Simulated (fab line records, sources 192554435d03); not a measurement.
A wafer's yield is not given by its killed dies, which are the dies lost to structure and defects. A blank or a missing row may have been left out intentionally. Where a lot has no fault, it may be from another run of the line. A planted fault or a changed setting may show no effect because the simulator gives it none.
Check for tools in common | flow n5 finfet | Sample size 9 lots and 27 wafers

WHY THIS WAS OPENED
N5_BEOL_M2_OVL_MEAS_12, reading M2_OVL: flagged on 2 of 9 lots. Fault-free wafers read 0.4 nm, with a standard deviation of 0.72.
Rule: flag the lot when none of its wafers has a number, or when each of its wafers that has one lies beyond 4 standard deviations from that mean. The other lots count as sound.

lot  | measured     | on         | M2_OVL (nm), wafer by wafer | flag
L240 | day 6 21:59  | overlay-01 | -0.8 -1.1 0.0               |
L242 | day 7 20:10  | overlay-01 | 0.2 0.2 0.9                 |
L244 | day 7 23:35  | overlay-01 | 0.2 0.8 -0.1                |
L245 | day 8 00:32  | overlay-01 | 1.3 0.0 -0.2                |
L246 | day 8 07:14  | overlay-01 | 0.7 -0.4 -0.7               |
L248 | day 8 15:50  | overlay-01 | 0.2 0.1 0.8                 |
L256 | day 10 12:49 | overlay-01 | 0.2 -0.7 -0.6               |
L261 | day 11 20:48 | overlay-01 | 7.5 7.2 7.9                 | FLAGGED
L262 | day 12 04:05 | overlay-01 | 7.2 8.2 7.5                 | FLAGGED
The numbers of the flagged lots are 7.6 nm on average: +7.2 nm against the usual, or +10 standard deviations.

WHICH TOOL EACH LOT WENT THROUGH
The record keeps 1 process step preceding the reading, out of 1938 steps on the route. Each cell gives the tool, then ch followed by the chambers the sampled wafers passed through, then the start.
lot  | flag    | N5_BEOL_M2_EXPOSE_08
L240 |         | euv scanner-02 ch 0, day 6 21:50
L242 |         | euv scanner-02 ch 0, day 7 20:00
L244 |         | euv scanner-02 ch 0, day 7 23:26
L245 |         | euv scanner-02 ch 0, day 8 00:22
L246 |         | euv scanner-02 ch 0, day 8 07:05
L248 |         | euv scanner-01 ch 0, day 8 15:40
L256 |         | euv scanner-01 ch 0, day 10 12:39
L261 | FLAGGED | euv scanner-02 ch 0, day 11 20:38
L262 | FLAGGED | euv scanner-02 ch 0, day 12 03:55
What these steps do:
- N5_BEOL_M2_EXPOSE_08: exposes mask M2.
- N5_BEOL_M2_OVL_MEAS_12

FLAGGED AGAINST TOTAL, ONE TOOL AT A TIME (gauges that did the reading follow at the end)
step                   | tool           | lots run | flagged | share of the flagged lots | sound lots run after its first flagged lot
N5_BEOL_M2_EXPOSE_08   | euv scanner-01 | 2        | 0       | none                      | -
N5_BEOL_M2_EXPOSE_08   | euv scanner-02 | 7        | 2       | all                       | 0
N5_BEOL_M2_OVL_MEAS_12 | overlay-01     | 9        | 2       | all                       | 0

WHAT IS ALLOWED BY THE TABLE
Every flagged lot went through 2 rows of the table: euv scanner-02 at N5_BEOL_M2_EXPOSE_08 and overlay-01 at N5_BEOL_M2_OVL_MEAS_12.
- euv scanner-02 at N5_BEOL_M2_EXPOSE_08: 2 of its 7 lots flagged. It ran its last sound lot, L246, at day 8 07:05 and its first flagged lot, L261, at day 11 20:38: a fault with its onset between the two fits.
- overlay-01 at N5_BEOL_M2_OVL_MEAS_12: 2 of its 9 lots flagged. It ran its last sound lot, L256, at day 10 12:49 and its first flagged lot, L261, at day 11 20:48: a fault with its onset between the two fits.
Because each of these 2 tools fits a fault that began at some hour, counting lots does not separate them. More lots, or a look at what each step does to the wafer, might.

WHAT THE SIMULATOR PUT IN
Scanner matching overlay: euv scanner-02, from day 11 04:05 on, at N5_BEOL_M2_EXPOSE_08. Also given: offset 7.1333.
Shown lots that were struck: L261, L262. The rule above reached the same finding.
